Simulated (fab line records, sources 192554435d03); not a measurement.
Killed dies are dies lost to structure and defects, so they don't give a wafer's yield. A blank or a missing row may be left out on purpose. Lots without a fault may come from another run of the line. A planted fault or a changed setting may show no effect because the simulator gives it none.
A struck lot beside a sound one | flow n5_finfet | 15 steps out of a route of 1938
Sound: wafers L491.4, L491.5, L491.6. Struck: wafers L482.1, L482.2, L482.5. The cause comes at the end.
At each step with rows: each side's tool, then ch and its chambers, then its first start. Under that, the readings that differ: sound wafers | struck wafers | difference of the means | sigmas: that difference in standard deviations of wafers without a fault.
alike: readings whose means differ by less than 2 such deviations, and words and numbers that are the same on both sides. not compared: withheld readings, readings that some wafer has no value for, bounds like >300 that may hide the same value, and numbers for which the record gives no deviation and whose values overlap.
The two part at a step that has a row with sigmas, a row that says differs or no value, or rows on one side only. Numbers that don't overlap but have no deviation are shown without sigmas and don't part them. A reading that every wafer of one side lacks parts them only if that side has two wafers or more.

first, 11 steps without rows for these wafers: N5_MOL_CONTACT_COAG_STRIP_69 (strips in N2/H2); N5_MOL_CONTACT_COAG_ETCHBACK_136 (etches SiO2 in CHF3, target depth 25 nm, time 16.7 s); N5_MOL_CONTACT_COAG_STRIP_120 (strips in CHF3); N5_MOL_CONTACT_COAG_VIA_ETCH_117 (etches SiO2 in C4F6/O2, target depth 40 nm, overetch 8 nm, time 26 s); N5_MOL_CONTACT_COAG_ETCH_124 (etches SiNx in CH3F/O2, stops on SiOC, target depth 6.5 nm); N5_MOL_CONTACT_COAG_ETCH_48 (etches SiOC in C4F6/O2, target depth 15 nm, overetch 4.5 nm, time 17 s); N5_MOL_CONTACT_COAG_STRIP_72 (strips in N2/H2); N5_MOL_CONTACT_COAG_STRIP_49 (strips in N2/H2, time 30 s); N5_MOL_CONTACT_COAG_PRECLEAN_138 (cleans in alkaline clean, time 60 s); N5_MOL_CONTACT_COAG_SRD_139 (time 30 s); N5_MOL_CONTACT_COAG_PRE_CLEAN_121.
N5_MOL_CONTACT_COAG_CVD_140: deposits W, target thk 66.5 nm, time 215 s.
  sound on cvd_w-02 ch 0,1, day 10 11:35; struck on cvd_w-02 ch 0,1, day 8 07:16
  no value came back on the struck wafers for heater_power_outer_w (W), heater_power_w (W), time_s (s); on the sound wafers heater_power_outer_w (W) reads 261 264 281
then, 1 step without rows for these wafers: N5_MOL_CONTACT_COAG_PRECLEAN_127 (cleans in DIW, time 57.5 s).
N5_BEOL_M4_RC_MEAS_101:
  the record has rows for the sound wafers here (prober-02 ch 0, day 13 00:36) and none for the struck ones
-- the record jumps here: 8 days lie between the struck wafers' starts before and after (it left off in module BEOL_M4 and takes up again in module PASSIVATION, whose first step shown is number 1936 of the route) --
N5_PASSIVATION_PROBE_49:
  the record has rows for the struck wafers here (prober-02, day 15 20:30) and none for the sound ones

WHERE THEY PART
First at N5_MOL_CONTACT_COAG_CVD_140; last, within this record, at N5_PASSIVATION_PROBE_49.

WHY: what the simulator had put in
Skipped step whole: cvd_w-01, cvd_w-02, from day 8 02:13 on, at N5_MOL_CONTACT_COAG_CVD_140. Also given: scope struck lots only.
